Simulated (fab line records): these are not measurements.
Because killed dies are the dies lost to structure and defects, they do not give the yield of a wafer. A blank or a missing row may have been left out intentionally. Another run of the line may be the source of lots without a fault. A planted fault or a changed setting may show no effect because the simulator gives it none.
The tool behind it: which one? || flow n5Finfet || at 1 step of a route of 1938, 24 lots with 72 wafers sampled

## WHAT THE GAUGES READ, wafer by wafer
N5_GATE_CUT_INSPECT_15: inspects for defects (brightfield).
{"lot": "L074", "measured": "day 4 16:20", "on": "defectInspect-02", "rawDefectCount": "118 83 90"}
{"lot": "L075", "measured": "day 4 23:18", "on": "defectInspect-01", "rawDefectCount": "148 167 127"}
{"lot": "L076", "measured": "day 5 14:48", "on": "defectInspect-01", "rawDefectCount": "116 85 59"}
{"lot": "L077", "measured": "day 5 15:19", "on": "defectInspect-02", "rawDefectCount": "60 99 104"}
{"lot": "L078", "measured": "day 5 20:20", "on": "defectInspect-01", "rawDefectCount": "145 148 174"}
{"lot": "L079", "measured": "day 6 01:48", "on": "defectInspect-02", "rawDefectCount": "182 146 116"}
{"lot": "L080", "measured": "day 6 03:12", "on": "defectInspect-01", "rawDefectCount": "154 123 106"}
{"lot": "L081", "measured": "day 6 07:56", "on": "defectInspect-01", "rawDefectCount": "115 184 102"}
{"lot": "L082", "measured": "day 6 15:05", "on": "defectInspect-02", "rawDefectCount": "98 143 95"}
{"lot": "L083", "measured": "day 6 18:45", "on": "defectInspect-02", "rawDefectCount": "165 129 124"}
{"lot": "L084", "measured": "day 7 01:10", "on": "defectInspect-01", "rawDefectCount": "146 152 127"}
{"lot": "L085", "measured": "day 7 08:59", "on": "defectInspect-02", "rawDefectCount": "138 125 197"}
{"lot": "L086", "measured": "day 7 13:08", "on": "defectInspect-02", "rawDefectCount": "116 101 81"}
{"lot": "L087", "measured": "day 7 18:19", "on": "defectInspect-02", "rawDefectCount": "82 90 142"}
{"lot": "L088", "measured": "day 7 23:09", "on": "defectInspect-01", "rawDefectCount": "84 122 86"}
{"lot": "L089", "measured": "day 8 08:38", "on": "defectInspect-01", "rawDefectCount": "111 117 177"}
{"lot": "L090", "measured": "day 8 19:30", "on": "defectInspect-02", "rawDefectCount": "119 147 185"}
{"lot": "L091", "measured": "day 8 21:50", "on": "defectInspect-02", "rawDefectCount": "109 110 128"}
{"lot": "L092", "measured": "day 9 04:37", "on": "defectInspect-01", "rawDefectCount": "163 161 123"}
{"lot": "L093", "measured": "day 9 09:40", "on": "defectInspect-02", "rawDefectCount": "142 161 146"}
{"lot": "L095", "measured": "day 9 18:25", "on": "defectInspect-01", "rawDefectCount": "88 96 108"}
{"lot": "L094", "measured": "day 9 19:58", "on": "defectInspect-01", "rawDefectCount": "160 196 128"}
{"lot": "L096", "measured": "day 10 02:05", "on": "defectInspect-02", "rawDefectCount": "87 113 108"}
{"lot": "L097", "measured": "day 10 06:49", "on": "defectInspect-01", "rawDefectCount": "84 104 121"}

## WHICH TOOL RAN EACH LOT (tool, then ch and the chambers of the sampled wafers, then the start)
The record shows no process step preceding these readings.

## AS READ BY THE TOOLS THEMSELVES (means over the sampled wafers that have a number; for cases with no such wafer, the mark the record gives instead)
The record holds no such reading with a usual standard deviation.

## THE ANSWER, worked out from the rows above alone
Rule: usual is defined by the lots themselves. The widest of any qualifying gaps counts: lots, ordered by their means at a reading, are off when they make up no more than a third of the lots, leave a main group of 4 or more, and stand apart from it by 3 or more times the standard deviation of that group's means. The tables above print the reading to a certain number of digits; a main group whose means all agree to those digits is not used. Also off: a lot with no number at a reading for which 4 or more lots have one. Where the step has rows for the other lots, those lots are counted as sound. Order of review: gauges by route order, followed by the tools' own readings, for which a lot's mean as printed above is used. At the first step where some lot is off, the reading lying furthest off is the one used; lots without a number count as furthest.
No lot is off on any of the readings shown, so nothing can be concluded from this.

## WHAT WAS PUT IN BY THE SIMULATOR
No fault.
